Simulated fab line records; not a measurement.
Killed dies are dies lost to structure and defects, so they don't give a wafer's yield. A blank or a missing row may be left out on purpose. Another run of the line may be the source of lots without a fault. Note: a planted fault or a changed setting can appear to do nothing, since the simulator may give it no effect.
Split-lot experiment / flow n5_finfet / on a route of 1938 steps: 7 lots, 21 wafers read

## SPLIT DETAILS
At N5_BEOL_M2_ILD_DEP_00 (deposits SiOC from DEMS/O2, target thk 79 nm, time 15.3 s), the setting time_s was moved away from the recipe's 15.3 s on 10 of the 21 wafers read, by -10.9% to +14.6%. All remaining wafers had this setting at the recipe value.

Between the split and the reading, the file records no step.

## THE READING
M2_ILD_THK (nm), taken at N5_BEOL_M2_THK_MEAS_01. Typical for fault-free wafers on this fab line: 78.9 nm, with standard deviation 0.91 nm.

wafer=L077.2; tool, chamber at the split=pecvd-02, 0; time_s as run, s=14.15; against the recipe=-7.5%; M2_ILD_THK, nm=72.5; against lot-mates on the recipe=-6.7
wafer=L077.4; tool, chamber at the split=pecvd-02, 1; time_s as run, s=14.15; against the recipe=-7.5%; M2_ILD_THK, nm=73.1; against lot-mates on the recipe=-6.1
wafer=L077.6; tool, chamber at the split=pecvd-02, 0; time_s as run, s=15.3; against the recipe=recipe; M2_ILD_THK, nm=79.2; against lot-mates on the recipe=-
wafer=L079.1; tool, chamber at the split=pecvd-02, 0; time_s as run, s=15.3; against the recipe=recipe; M2_ILD_THK, nm=78.1; against lot-mates on the recipe=-
wafer=L079.3; tool, chamber at the split=pecvd-02, 1; time_s as run, s=15.3; against the recipe=recipe; M2_ILD_THK, nm=77.2; against lot-mates on the recipe=-
wafer=L079.6; tool, chamber at the split=pecvd-02, 0; time_s as run, s=15.3; against the recipe=recipe; M2_ILD_THK, nm=78.6; against lot-mates on the recipe=-
wafer=L081.4; tool, chamber at the split=pecvd-02, 2; time_s as run, s=13.63; against the recipe=-10.9%; M2_ILD_THK, nm=71.3; against lot-mates on the recipe=-8.2
wafer=L081.5; tool, chamber at the split=pecvd-02, 0; time_s as run, s=15.3; against the recipe=recipe; M2_ILD_THK, nm=79.5; against lot-mates on the recipe=-
wafer=L081.6; tool, chamber at the split=pecvd-02, 1; time_s as run, s=13.63; against the recipe=-10.9%; M2_ILD_THK, nm=70.5; against lot-mates on the recipe=-9.0
wafer=L083.2; tool, chamber at the split=pecvd-04, 1; time_s as run, s=15.3; against the recipe=recipe; M2_ILD_THK, nm=78.4; against lot-mates on the recipe=-
wafer=L083.3; tool, chamber at the split=pecvd-04, 1; time_s as run, s=15.3; against the recipe=recipe; M2_ILD_THK, nm=79.6; against lot-mates on the recipe=-
wafer=L083.6; tool, chamber at the split=pecvd-04, 1; time_s as run, s=15.3; against the recipe=recipe; M2_ILD_THK, nm=78.8; against lot-mates on the recipe=-
wafer=L086.1; tool, chamber at the split=pecvd-04, 2; time_s as run, s=17.54; against the recipe=+14.6%; M2_ILD_THK, nm=90.6; against lot-mates on the recipe=+10.8
wafer=L086.4; tool, chamber at the split=pecvd-04, 1; time_s as run, s=15.3; against the recipe=recipe; M2_ILD_THK, nm=79.8; against lot-mates on the recipe=-
wafer=L086.6; tool, chamber at the split=pecvd-04, 0; time_s as run, s=17.54; against the recipe=+14.6%; M2_ILD_THK, nm=92.5; against lot-mates on the recipe=+12.7
wafer=L088.1; tool, chamber at the split=pecvd-02, 2; time_s as run, s=17.01; against the recipe=+11.2%; M2_ILD_THK, nm=86.9; against lot-mates on the recipe=no lot-mate on the recipe
wafer=L088.3; tool, chamber at the split=pecvd-02, 0; time_s as run, s=17.01; against the recipe=+11.2%; M2_ILD_THK, nm=86.0; against lot-mates on the recipe=no lot-mate on the recipe
wafer=L088.6; tool, chamber at the split=pecvd-02, 1; time_s as run, s=17.01; against the recipe=+11.2%; M2_ILD_THK, nm=87.8; against lot-mates on the recipe=no lot-mate on the recipe
wafer=L092.2; tool, chamber at the split=pecvd-02, 2; time_s as run, s=16.16; against the recipe=+5.6%; M2_ILD_THK, nm=82.6; against lot-mates on the recipe=+2.8
wafer=L092.4; tool, chamber at the split=pecvd-02, 0; time_s as run, s=15.3; against the recipe=recipe; M2_ILD_THK, nm=80.2; against lot-mates on the recipe=-
wafer=L092.5; tool, chamber at the split=pecvd-02, 2; time_s as run, s=15.3; against the recipe=recipe; M2_ILD_THK, nm=79.3; against lot-mates on the recipe=-

FIT RESULTS
A straight line over all 21 wafers: M2_ILD_THK changes by +0.779 nm for each +1% of time_s; r = +0.99; the points scatter about the line by 0.95 nm.
The same after taking each lot's own level away (the mean of its wafers on the recipe; 18 wafers): +0.793 nm for each +1%; r = +0.99; scatter 0.67 nm.
According to that fit, moving time_s by its largest amount changes the reading by 12 nm.
The lots' own levels span 77.97 to 79.80 nm, that is 2.0 times the standard deviation above.
The two slopes are in agreement: the lot-to-lot level therefore moves the slope only a little.
Check: with one of the wafers moved furthest among these (+14.6%) left out of the fit, the line predicts +11.8 nm for it against its lot-mates. It came out at +10.8 nm against them.

## THE OTHER SPLITS THESE WAFERS WENT THROUGH
These wafers also went through other splits before the reading. Each is held against what the fit with the lots' levels taken away leaves over:
other split on the same wafers=N5_MOL_CONTACT_COAG_PECVD_31 temp_c; wafers away from the commonest value=7; r with M2_ILD_THK (lot level and that fit taken away)=-0.10
other split on the same wafers=N5_MOL_CONTACT_COAG_VIA_ETCH_117 bias_w; wafers away from the commonest value=6; r with M2_ILD_THK (lot level and that fit taken away)=-0.12
other split on the same wafers=N5_BEOL_M0_SAQP_EXPOSE_11 dose_mj; wafers away from the commonest value=8; r with M2_ILD_THK (lot level and that fit taken away)=+0.10
other split on the same wafers=N5_BEOL_M0_SAQP_DEVELOP_13 develop_time_s; wafers away from the commonest value=8; r with M2_ILD_THK (lot level and that fit taken away)=-0.28
other split on the same wafers=N5_BEOL_M0_CUTY_EXPOSE_54 dose_mj; wafers away from the commonest value=3; r with M2_ILD_THK (lot level and that fit taken away)=+0.16
other split on the same wafers=N5_BEOL_M1_EXPOSE_25 dose_mj; wafers away from the commonest value=7; r with M2_ILD_THK (lot level and that fit taken away)=+0.20
other split on the same wafers=N5_BEOL_M1_CMP_52 down_force_psi; wafers away from the commonest value=6; r with M2_ILD_THK (lot level and that fit taken away)=-0.12

## THE WHOLE CHAIN: every reading that the file lists as answering this split, in the file's order
step=N5_BEOL_M2_ILD_DEP_00; what it does=deposits SiOC from DEMS/O2, target thk 79 nm, time 15.3 s; reading=SiOC_of_BEOL_M2_ILD_DEP_00.thk_nm (the simulator's own value, which no gauge read); change (the file's fit)=+0.78 nm for each +1% of the setting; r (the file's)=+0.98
step=N5_BEOL_M2_THK_MEAS_01; what it does=; reading=M2_ILD_THK; change (the file's fit)=+0.783 for each +1% of the setting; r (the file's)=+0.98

## THE FILE'S OWN FIT
M2_ILD_THK changes by +0.783 nm for each +1% of time_s, r = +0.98.
